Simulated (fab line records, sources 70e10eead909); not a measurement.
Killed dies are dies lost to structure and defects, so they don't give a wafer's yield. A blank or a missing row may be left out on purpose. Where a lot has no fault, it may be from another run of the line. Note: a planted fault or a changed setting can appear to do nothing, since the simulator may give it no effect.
fab line records | flow nandHarc
[record] lots = 12 wafers = 35 lastDay = 25
route steps=1159 shown THIN_TSV@1128 END@1159
lots with no fault: from the same line, run without faults
startH: start of the lot's first displayed wafer, in hours after the record's first day | waitH: how many hours have passed since the lot's step before this one | " as in the row above | L1.1+2: a row that stands for several wafers | - no value, or no start given | * or withheld: withheld | < > ~ a bound
route shown NAME@n: a module of which the file shows steps, and the number in the route of the first | usual: average and standard deviation across the fault-free wafers | same: alike in all rows | chamber/n: place in a boat | sites: readings site by site | _std_site: standard deviation across them | _edge_site: inner sites' mean taken away from outer sites' mean | radiusMm: how far each site lies from the wafer's centre | mask NAME#n: copy n | behind: the last tool/chamber to shape the wafer | hold: what put the lot on hold/how long, in hours/how the hold closed | device: whichever transistor did not switch (one of n, p or np) | end of line: tests of these same wafers at the route's end | where a step has no rows: the recipe by itself | killed: at the first sort, the dies lost to defects and structure; wafer yield is something else | map: per-die view of a wafer (x killed, . not killed, _ where there is no die)
set.NAME: the setting that was run; set.NAME@STEP: the one run at that earlier step | model.NAME: the simulator's own value behind a step, which no gauge read
a sample of lots followed through the steps of the route, with each step as a table and each wafer as a row
services: from which hour (startH, from the record's first day; less than 0 if before it) a tool's chamber was out of use, for how many hours, and why
[[steps]]
[step NHARC_THIN_TSV_PRE_CLEAN_50]
[recipe] timeS = 30 tempC = 280 gas = H2/He
[usual] heaterPowerW = 416/61
[same] timeS = 30
// columns lot.wafer tool chamber startH waitH heaterPowerW
L675.2 pvdSputter-02 - - - 391
L675.5 " - " " 443
L675.6 " - " " 390
L671.4 pvdSputter-02 - - - 421
L671.5 " - " " 387
L671.6 " - " " 387
L672.3 pvdSputter-01 - - - 377
L672.5 " - " " 314
L672.6 " - " " 485
L678.3 pvdSputter-01 - - - 488
L678.4 " - " " 416
L680.4 pvdSputter-02 - - - 435
L680.2 " - " " 377
L680.5 " - " " 439
L685.4 pvdSputter-02 - - - 505
L685.6 " - " " 387
L685.5 " - " " 522
L688.2 pvdSputter-01 - - - 314
L688.4 " - " " 478
L688.6 " - " " 348
L689.3 pvdSputter-03 - - - 493
L689.2 " - " " 352
L689.6 " - " " 470
L686.1 pvdSputter-03 - - - 497
L686.3 " - " " 349
L686.6 " - " " 473
L691.1 pvdSputter-01 - - - 348
L691.4 " - " " 468
L691.6 " - " " 351
L694.2 pvdSputter-02 - - - 429
L694.1 " - " " 391
L694.6 " - " " 429
L693.2 pvdSputter-01 - - - 418
L693.3 " - " " 320
L693.5 " - " " 419
[step NHARC_THIN_TSV_ECD_20]
[recipe] targetThkA = 20000 material = Cu
// columns lot.wafer tool chamber startH waitH
L675.2+6+5 ecdCu-01 0,1,0 437.03 -
L671.4+6+5 ecdCu-02 1,1,0 438.23 -
L672.3+6+5 ecdCu-02 0,0,1 440.74 -
L678.4+3 ecdCu-01 0,1 463.61 -
L680.2+4+5 ecdCu-01 1,1,0 491.28 -
L685.4+5+6 ecdCu-02 0,1,0 520.11 -
L688.2+4+6 ecdCu-02 1,0,1 544.22 -
L689.2+3+6 ecdCu-01 0,1,1 552.93 -
L686.1+3+6 ecdCu-02 1,0,1 554.22 -
L691.1+4+6 ecdCu-01 0 555.22 -
L694.1+2+6 ecdCu-02 0,1,1 560.57 -
L693.2+3+5 ecdCu-02 0,1,0 562.09 -
[step NHARC_THIN_TSV_CMP_21]
[recipe] tOverpolishS = 30 targetThkNm = 2000
[usual] motorCurrentA = 12.0/1.1 overpolishRunS = 30.001/0.0097
// columns lot.wafer tool chamber startH waitH motorCurrentA overpolishRunS
L675.2 cmp-04 1 438.04 - 10.7 30.008
L675.6 " 1 " " 10.5 29.996
L675.5 " 2 " " 11.3 29.983
L671.4 cmp-04 0 439.20 - 11.4 30.002
L671.6 " 1 " " 11.0 29.988
L671.5 " 2 " " 11.8 30.000
L672.3 cmp-04 1 441.65 - 11.4 30.009
L672.5 " 1 " " 11.2 30.002
L672.6 " 2 " " 11.3 29.985
L678.3 cmp-03 3 464.50 - 15.0 30.009
L678.4 " 0 " " 12.9 29.987
L680.2 cmp-04 0 492.27 - 11.5 29.993
L680.4 " 2 " " 11.1 29.987
L680.5 " 0 " " 11.4 30.010
L685.4 cmp-04 0 520.88 - 11.7 29.997
L685.5 " 0 " " 11.2 30.021
L685.6 " 1 " " 10.7 29.985
L688.4 cmp-03 3 545.25 - 14.6 29.992
L688.2 " 1 " " 12.3 30.012
L688.6 " 2 " " 11.7 29.994
L689.2 cmp-03 0 553.93 - 13.1 30.010
L689.3 " 2 " " 11.8 29.990
L689.6 " 0 " " 12.6 30.005
L686.3 cmp-04 1 555.30 - 11.6 29.999
L686.1 " 2 " " 11.3 30.005
L686.6 " 1 " " 10.7 30.003
L691.4 cmp-01 1 556.37 - 13.5 29.997
L691.1 " 3 " " 11.4 29.999
L691.6 " 0 " " 10.5 29.994
L694.2 cmp-01 0 561.89 - 10.1 30.006
L694.1 " 2 " " 11.8 30.002
L694.6 " 0 " " 11.0 30.002
L693.3 cmp-04 2 563.19 - 11.2 30.004
L693.2 " 1 " " 11.6 29.991
L693.5 " 3 " " 13.6 29.996
[step NHARC_THIN_TSV_CD_MEAS_37]
[usual] cdNm = 4999.0/2.5
// columns lot.wafer tool chamber startH waitH cdNm
L675.2 cdSem-01 - 441.02 - 5000.3
L675.5 " - " " 4999.0
L675.6 " - " " 5000.5
L671.4 cdSem-02 - 442.20 - 4994.7
L671.5 " - " " 4993.6
L671.6 " - " " 5000.1
L672.3 cdSem-02 - 444.60 - 4999.9
L672.5 " - " " 4999.8
L672.6 " - " " 4999.2
L678.3 cdSem-02 - 467.59 - 5000.5
L678.4 " - " " 5003.5
L680.2 cdSem-03 - 495.16 - 4998.9
L680.4 " - " " 4994.5
L680.5 " - " " 4996.5
L685.4 cdSem-02 - 523.97 - 5001.3
L685.5 " - " " 5000.5
L685.6 " - " " 5002.4
L688.2 cdSem-03 - 548.44 - 4999.0
L688.4 " - " " 5001.1
L688.6 " - " " 4996.3
L689.2 cdSem-03 - 556.96 - 4998.4
L689.3 " - " " 4998.4
L689.6 " - " " 4997.4
L686.1 cdSem-03 - 558.22 - 5002.3
L686.3 " - " " 5000.5
L686.6 " - " " 4999.6
L691.1 cdSem-03 - 559.28 - 4995.4
L691.4 " - " " 4994.6
L691.6 " - " " 4998.5
L694.1 cdSem-03 - 564.79 - 5000.3
L694.2 " - " " 4998.9
L694.6 " - " " 5000.3
L693.2 cdSem-01 - 566.11 - 4998.8
L693.3 " - " " 4999.2
L693.5 " - " " 4996.0
[step NHARC_END_SORT_01]
[recipe] tempC = 25
[usual] defectLimitedYield = 95.7/1.5 killedAtArray = 25/9.8 killedAtOther = 0.8/1.1 killedAtPeriphery = 3.3/2.1 killedDies = 29/10 killedOpen = 3.3/1.8 killedShort = 1.9/1.4 sort_bin_2_pct = 1.3/0.6 sort_bin_3_pct = 0.25/0.23 sort_bin_4_pct = 2.8/0.97 sortNPass = 648/10 sortRimYieldPct = 95/3.2 sortYieldPct = 95.7/1.5
[same] grossDies = 677 sort_bin_5_pct[%] = 0 sort_bin_6_pct[%] = 0 sort_bin_7_pct[%] = 0 sort_bin_8_pct[%] = 0 sortRimNGross = 106.00
// columns lot.wafer tool chamber startH waitH defectLimitedYield[%] killedAtArray killedAtOther killedAtPeriphery killedDies killedOpen killedShort sort_bin_2_pct[%] sort_bin_3_pct[%] sort_bin_4_pct[%] sortNPass sortRimYieldPct[%] sortYieldPct[%]
L675.2 prober-01 0 455.51 2.8 95.6 24 1 5 30 3 0 1.3 0 3.1 647 97 95.6
L675.5 prober-01 0 457.88 3.7 95.1 29 2 2 33 1 2 1.5 0.44 3.0 644 94 95.1
L675.6 prober-01 0 458.67 4.0 95.7 25 1 3 29 1 1 1.6 0.15 2.5 648 93 95.7
L678.3 prober-01 0 485.13 3.1 96.3 20 0 5 25 3 6 1.2 0.30 2.2 652 93 96.3
L678.4 prober-01 0 485.93 3.4 0 15 659 3 677 3 0 98.5 0.15 1.3 0 0 0
L680.2 prober-02 0 510.65 2.8 93.1 40 4 3 47 4 1 2.4 0.44 4.1 630 98 93.1
L680.4 prober-02 0 512.24 3.4 0 24 650 3 677 1 3 96.5 0.15 3.4 0 0 0
L680.5 prober-02 0 513.04 3.7 94.5 35 1 1 37 0 2 1.5 0.15 3.8 640 96 94.5
L685.4 prober-01 0 533.84 3.4 94.5 31 3 3 37 2 2 2.2 0.30 3.0 640 94 94.5
L685.5 prober-01 0 534.64 3.7 95.9 20 2 6 28 3 4 1.2 0.30 2.7 649 92 95.9
L685.6 prober-01 0 535.44 4.0 94.7 30 3 3 36 2 2 1.8 0.30 3.2 641 93 94.7
L689.2 prober-02 0 566.03 2.8 93.2 43 1 2 46 5 0 2.1 0.74 4.0 631 96 93.2
L689.3 prober-02 0 566.84 3.1 93.4 42 0 3 45 5 1 1.9 0.30 4.4 632 90 93.4
L689.6 prober-02 0 569.25 4.0 95.0 34 0 0 34 0 0 1.5 0.44 3.1 643 92 95.0
// killed by level:class
L675.2 A_CHANNEL_HOLE_D1:chamberFilmFlake=12 A_SLIT:chamberFilmFlake=8 P_GATE:chamberFilmFlake=3 P_STI:geometricParticle:open=1 A_SGD_CUT:geometricParticle:open=1 A_WL_FILL:geometricParticle:open=1 P_ZERO_WELL:chamberFilmFlake=1 A_STAIRCASE:chamberFilmFlake=1
L675.5 A_CHANNEL_HOLE_D1:chamberFilmFlake=14 A_SLIT:chamberFilmFlake=8 A_STAIRCASE:chamberFilmFlake=2 A_WL_FILL:chamberFilmFlake=2 THIN_TSV:chamberFilmFlake=2 A_CHANNEL_FILL_D1:geometricParticle:short=1 A_CONTACT:geometricParticle:open=1 A_M0:geometricParticle:short=1
L675.6 A_SLIT:chamberFilmFlake=12 A_CHANNEL_HOLE_D1:chamberFilmFlake=7 A_STAIRCASE:chamberFilmFlake=2 A_CONTACT:chamberFilmFlake=2 P_CONTACT:geometricParticle:short=1 A_SOURCE_PLATE:geometricParticle:open=1 P_ZERO_WELL:chamberFilmFlake=1 P_GATE:chamberFilmFlake=1
L678.3 A_CHANNEL_HOLE_D1:chamberFilmFlake=10 A_WL_FILL:geometricParticle:short=3 A_ONON_D1:geometricParticle:short=2 P_ZERO_WELL:chamberFilmFlake=2 A_CONTACT:chamberFilmFlake=2 P_STI:geometricParticle:open=1 P_M0:geometricParticle:short=1 A_WL_FILL:geometricParticle:open=1
L678.4 THIN_TSV:areaEcd=659 A_CHANNEL_HOLE_D1:chamberFilmFlake=8 P_ZERO_WELL:chamberFilmFlake=3 A_STAIRCASE:chamberFilmFlake=2 A_ONON_D1:geometricParticle:open=1 A_CONTACT:geometricParticle:open=1 A_BLC:geometricParticle:open=1 A_WL_FILL:chamberFilmFlake=1
L680.2 A_SLIT:chamberFilmFlake=14 A_CHANNEL_HOLE_D1:chamberFilmFlake=13 A_CONTACT:chamberFilmFlake=4 THIN_TSV:chamberFilmFlake=4 P_GATE:chamberFilmFlake=2 A_CHANNEL_FILL_D1:chamberFilmFlake=2 A_M0:chamberFilmFlake=2 P_M1:geometricParticle:open=1
L680.4 THIN_TSV:areaEcd=647 A_CHANNEL_HOLE_D1:chamberFilmFlake=10 A_SLIT:chamberFilmFlake=5 THIN_TSV:chamberFilmFlake=3 A_CHANNEL_FILL_D1:chamberFilmFlake=2 A_STAIRCASE:chamberFilmFlake=2 P_GATE:geometricParticle:short=1 P_M0:geometricParticle:short=1
L680.5 A_SLIT:chamberFilmFlake=17 A_CHANNEL_HOLE_D1:chamberFilmFlake=9 A_STAIRCASE:chamberFilmFlake=3 A_M0:chamberFilmFlake=2 A_ONON_D1:geometricParticle:short=1 A_CHANNEL_FILL_D1:geometricParticle:short=1 P_GATE:chamberFilmFlake=1 A_SGD_CUT:chamberFilmFlake=1
L685.4 A_CHANNEL_HOLE_D1:chamberFilmFlake=16 A_CONTACT:chamberFilmFlake=6 A_STAIRCASE:chamberFilmFlake=3 THIN_TSV:chamberFilmFlake=3 A_ONON_D1:geometricParticle:short=2 A_M0:chamberFilmFlake=2 P_CONTACT:geometricParticle:open=1 A_WL_FILL:geometricParticle:open=1
L685.5 A_CHANNEL_HOLE_D1:chamberFilmFlake=9 P_STI:chamberFilmFlake=3 A_STAIRCASE:chamberFilmFlake=3 A_CONTACT:chamberFilmFlake=3 P_CONTACT:geometricParticle:short=2 THIN_TSV:chamberFilmFlake=2 P_CONTACT:geometricParticle:open=1 A_ONON_D1:geometricParticle:short=1
L685.6 A_CHANNEL_HOLE_D1:chamberFilmFlake=15 A_STAIRCASE:chamberFilmFlake=6 A_CONTACT:chamberFilmFlake=6 THIN_TSV:chamberFilmFlake=3 A_ONON_D1:geometricParticle:open=2 P_CONTACT:geometricParticle:short=1 A_CONTACT:geometricParticle:short=1 P_STI:chamberFilmFlake=1
L689.2 A_CHANNEL_HOLE_D1:chamberFilmFlake=18 A_SLIT:chamberFilmFlake=11 A_CONTACT:chamberFilmFlake=5 A_STAIRCASE:chamberFilmFlake=4 A_WL_FILL:geometricParticle:open=2 A_CONTACT:geometricParticle:open=2 P_M1:geometricParticle:open=1 P_STI:chamberFilmFlake=1
L689.3 A_CHANNEL_HOLE_D1:chamberFilmFlake=21 A_SLIT:chamberFilmFlake=8 A_STAIRCASE:chamberFilmFlake=6 A_WL_FILL:geometricParticle:open=2 A_BLC:chamberFilmFlake=2 P_GATE:geometricParticle:open=1 P_M0:geometricParticle:open=1 A_CONTACT:geometricParticle:open=1
L689.6 A_CHANNEL_HOLE_D1:chamberFilmFlake=17 A_SLIT:chamberFilmFlake=7 A_CONTACT:chamberFilmFlake=5 A_STAIRCASE:chamberFilmFlake=2 A_BLC:chamberFilmFlake=2 A_WL_FILL:chamberFilmFlake=1
[[services]]
// columns tool chamber startH hours kind
pvdSputter-01 - 423.68 14.6 repair
cmp-01 - 440.52 10.1 repair
cmp-03 - 445.12 1.9 repair
ecdCu-01 - 448.02 8.0 pm
cmp-03 - 450.18 4.0 pm
pvdSputter-01 - 452.56 1.1 repair
cmp-03 - 454.18 - consumableReplace:conditioner
cmp-03 - 454.18 - consumableReplace:pad
pvdSputter-03 - 456.19 2.4 repair
ecdCu-02 - 456.64 0.8 repair
cmp-03 - 465.34 1.6 repair
cmp-01 - 473.50 4.0 pm
cmp-01 - 477.50 - consumableReplace:conditioner
cmp-01 - 477.50 - consumableReplace:pad
pvdSputter-03 - 487.68 5.5 repair
cmp-03 - 494.38 5.8 repair
cmp-04 - 498.04 4.0 pm
cmp-04 - 502.04 - consumableReplace:conditioner
cmp-04 - 502.04 - consumableReplace:pad
pvdSputter-01 - 518.03 10.0 pm
ecdCu-02 - 532.02 8.0 pm
cmp-03 - 548.18 4.0 pm
cmp-03 - 552.18 - consumableReplace:conditioner
cmp-03 - 552.18 - consumableReplace:pad
[[key]]
[firstSign] step = NHARC_END_SORT_01 reading = killedAtOther direction = up sigmas = 99+ usual = 0.8 struck = 654.5
[effect] step = NHARC_END_SORT_01 reading = sort_bin_2_pct direction = up sigmas = 99+ usual = 1.3 struck = 97.5
[moreKillsBornAt] NHARC_THIN_TSV_ECD_20@ecdCu-01 = 1306
metAt NHARC_THIN_TSV_ECD_20
struckLots L678,L680
struckWafers L678.4,L680.4
laterRowsLeftOut L678.4,L680.4
notActingAt NHARC_THIN_TSV_PRE_CLEAN_50,NHARC_THIN_TSV_CMP_21,NHARC_THIN_TSV_CD_MEAS_37
onsetBetween 437.03 463.61
[fault] kind = processParameterDrift tool = ecdCu-01 chamber = - onsetH = 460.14 steps = NHARC_THIN_TSV_ECD_20 channel = targetThkA offset = * shape = step endH = 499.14 scope = struckWafersOnly actsIn = * stated = *
// laterRowsLeftOut: the simulator's readings of these wafers behind a module that went badly wrong aren't trusted and aren't shown, but for the sort
